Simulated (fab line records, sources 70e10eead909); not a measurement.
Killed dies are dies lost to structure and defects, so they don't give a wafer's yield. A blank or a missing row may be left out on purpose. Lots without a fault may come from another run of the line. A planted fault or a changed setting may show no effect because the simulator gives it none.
Chamber matching | flow nand_harc | NHARC_A_STAIRCASE_DESCUM_168 on rie_diel-10: 4 sister chambers
The step chemistry O2, time 3 s. 4 wafers are shown with their chamber, then 8 later ones without.

WAFERS WITH THEIR CHAMBER
wafer  | chamber | drypump_motor_current_A (A)
L089.4 | 2       | 5.4
L088.2 | 0       | 5.4
L088.3 | 3       | 5.9
L088.1 | 1       | 5.7

WAFERS WITHOUT THEIR CHAMBER
wafer  | drypump_motor_current_A (A)
L088.4 | 5.4
L088.5 | 5.4
L091.1 | 5.4
L091.5 | 5.4
L091.6 | 5.8
L093.1 | 5.7
L093.2 | 5.4
L093.5 | 5.7

WHICH CHAMBER EACH WENT THROUGH
wafer  | from the rows above     | in truth
L088.4 | can't be placed: 0 or 2 | 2
L088.5 | can't be placed: 0 or 2 | 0
L091.1 | can't be placed: 0 or 2 | 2
L091.5 | can't be placed: 0 or 2 | 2
L091.6 | can't be placed: 1 or 3 | 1
L093.1 | 1                       | 1
L093.2 | can't be placed: 0 or 2 | 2
L093.5 | 1                       | 1
Placed correctly: 2 of 8. Can't be placed from these rows: 6 (the true chamber is among the candidates in 6). Placed wrongly: 0.
How it was worked out, from the rows above alone: a wafer's distance from a chamber is the root of the sum, over the readings, of the square of ((its reading less the chamber's mean) divided by the reading's scatter). The wafer belongs to the nearest chamber; if the next one is less than 2 further off, it can't be placed. A chamber's mean is the mean of its shown wafers. The scatter: with one shown wafer a chamber, the root of the mean of the squares of how far each hidden wafer lies from its nearest shown one.
